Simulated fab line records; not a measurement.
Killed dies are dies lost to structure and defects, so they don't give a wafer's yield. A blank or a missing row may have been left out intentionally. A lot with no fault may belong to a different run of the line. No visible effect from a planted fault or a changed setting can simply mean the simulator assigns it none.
A struck lot beside a sound one / flow n5_finfet / 36 out of 1938 route steps
Sound: these wafers, L260.3, L260.5, L260.6. Struck: wafer L257.6. (L257.1, L257.2 of the same lot were not struck and are left out.) The cause comes at the end.
Order at every step that has rows: each side's tool, ch and its chambers, its first start. Under that, the readings that differ: sound wafers / struck wafers / difference of the means / sigmas: that difference in standard deviations of wafers without a fault.
alike: readings with means less than 2 such deviations apart, plus words and numbers identical on both sides. not compared: withheld readings, readings lacking a value on some wafer, bounds such as >300 that could conceal the same value, and numbers that have no deviation in the record and whose values overlap.
A row with sigmas, a row that says differs or no value, or rows on one side alone: a step with any of these is where the two part. Non-overlapping numbers with no deviation appear without sigmas and do not part them. Lack of a reading on every wafer of one side parts them only where that side has two or more wafers.

first, 9 steps without rows for these wafers: N5_BEOL_M12_PRE_CLEAN_42 (time 30 s); N5_BEOL_M12_SPUTTER_43 (material TaN, target thk 15 nm, time 24.19 s); N5_BEOL_M12_SPUTTER_44 (material Ta, target thk 10 nm, time 16.13 s); N5_BEOL_M12_SPUTTER_45 (material Cu, target thk 80 nm, time 13.33 s); N5_BEOL_M12_ECD_47 (material Cu, target thk 720 nm); N5_BEOL_M12_ANNEAL_48 (time 90 s); N5_BEOL_M12_CMP_49 (polishes, stops on SiOC, t overpolish 20.6 s, target thk 320 nm); N5_BEOL_M12_PRE_CLEAN_52 (time 15 s); N5_BEOL_M12_DEP_53 (deposits SiCN from 3MS/NH3, target thk 30 nm, time 10.5 s).
N5_BEOL_M13_ILD_DEP_00: deposits SiOC from DEMS/O2, target thk 837.92 nm, time 166.4 s.
  sound on pecvd-01 ch 0,1, day 14 16:28; struck on pecvd-03 ch 1, day 13 20:22
reading=run_length_s (s); sound=210.9 211.7 211.1; struck=176.6; difference=-34.6; sigmas=-58
reading=model.SiOC_of_BEOL_M13_ILD_DEP_00.thk_nm (nm); sound=835.4 854.6 848.8; struck=678.6; difference=-167.7; sigmas=
  alike: heater_power_w, showerhead_plenum_p_Torr, throttle_valve_pct
  not compared: since_wet_clean_h
N5_BEOL_M13_THK_MEAS_01:
  sound on film_metro-02 at day 14 16:38; struck on film_metro-02 at day 13 20:31
reading=M13_ILD_THK (nm); sound=835 855 849; struck=678; difference=-168; sigmas=-15
then, 10 steps without rows for these wafers: N5_BEOL_M13_COAT_58 (time 60 s, resist thk 89 nm); N5_BEOL_M13_COAT_04 (resist thk 400 nm); N5_BEOL_M13_EBR_06; N5_BEOL_M13_SOFTBAKE_05 (time 60 s); N5_BEOL_M13_EXPOSE_07 (exposes mask V12); N5_BEOL_M13_PEB_08 (peb time 90 s); N5_BEOL_M13_DEVELOP_09 (develop time 45 s); N5_BEOL_M13_HARDBAKE_14 (time 120 s); N5_BEOL_M13_DESCUM_15 (chemistry O2, time 7.9 s); N5_BEOL_M13_ETCH_59 (etches BARC in N2/H2, target depth 89 nm, overetch 26.7 nm, time 67.9 s).
N5_BEOL_M13_VIA_ETCH_16: etches SiOC in C4F8/O2/Ar, target depth 921.7 nm.
  sound on rie_diel-03 ch 0,1, day 14 17:23; struck on rie_diel-03 ch 2, day 13 21:00
reading=he_outer_torr (Torr); sound=30.06 30.05 30.03; struck=29.89; difference=-0.16; sigmas=-2
reading=model.etch.depth_nm (nm); sound=835.4 854.6 848.8; struck=678.5; difference=-167.8; sigmas=
reading=model.coat_of_BEOL_M13_COAT_04.thk_nm (nm); sound=72.8 68.4 68; struck=119.6; difference=+49.9; sigmas=
  alike: drypump_motor_current_A, mfc_ar_sccm, oes_product_au, rf_vpp_V, showerhead_plenum_p_Torr, throttle_valve_pct
N5_BEOL_M13_STRIP_63: strips in N2/H2.
  sound on plasma_asher-01 ch 0,1, day 14 17:38; struck on plasma_asher-02 ch 1, day 13 21:14
reading=drypump_motor_current_A (A); sound=6.6 5.8 6.6; struck=5.3; difference=-1.0; sigmas=-2
reading=oes_product_au (a.u.); sound=0.672 0.671 0.672; struck=0.689; difference=+0.017; sigmas=+4
reading=strip_time_to_endpoint_s (s); sound=28.5 27.2 27.1; struck=41.6; difference=+14.0; sigmas=+13
  alike: heater_power_w
  not compared: rf_hours_counter_h
then, 12 steps without rows for these wafers: N5_BEOL_M13_STRIP_64 (strips in N2/H2); N5_BEOL_M13_STRIP_71 (strips in post etch residue remover, time 60 s); N5_BEOL_M13_SRD_72 (time 30 s, dry time 30 s); N5_BEOL_M13_COAT_65 (time 60 s, resist thk 350 nm); N5_BEOL_M13_COAT_66 (time 60 s, resist thk 110 nm); N5_BEOL_M13_COAT_22 (resist thk 300 nm); N5_BEOL_M13_EBR_24; N5_BEOL_M13_SOFTBAKE_23 (time 60 s); N5_BEOL_M13_EXPOSE_25 (exposes mask M13, target cd 210 nm); N5_BEOL_M13_PEB_26 (peb time 90 s); N5_BEOL_M13_DEVELOP_27 (develop time 45 s); N5_BEOL_M13_HARDBAKE_32 (time 120 s).
N5_BEOL_M13_CMP_49: polishes, stops on SiOC, t overpolish 17.1 s, target thk 420 nm.
  sound on cmp-04 ch 0,3, day 14 22:38; struck on cmp-02 ch 1, day 14 02:01
reading=model.SiOC_of_BEOL_M13_ILD_DEP_00.thk_nm (nm); sound=778 795.2 790; struck=621.2; difference=-166.5; sigmas=
  alike: motor_current_A

== WHERE THEY PART ==
First at N5_BEOL_M13_ILD_DEP_00; last, within this record, at N5_BEOL_M13_STRIP_63. Later steps at which nothing parts them and some readings are alike: N5_BEOL_M13_CMP_49.

WHY: what the simulator had put in
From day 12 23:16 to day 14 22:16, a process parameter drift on pecvd-03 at N5_BEOL_M13_ILD_DEP_00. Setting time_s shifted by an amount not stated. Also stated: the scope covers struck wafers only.
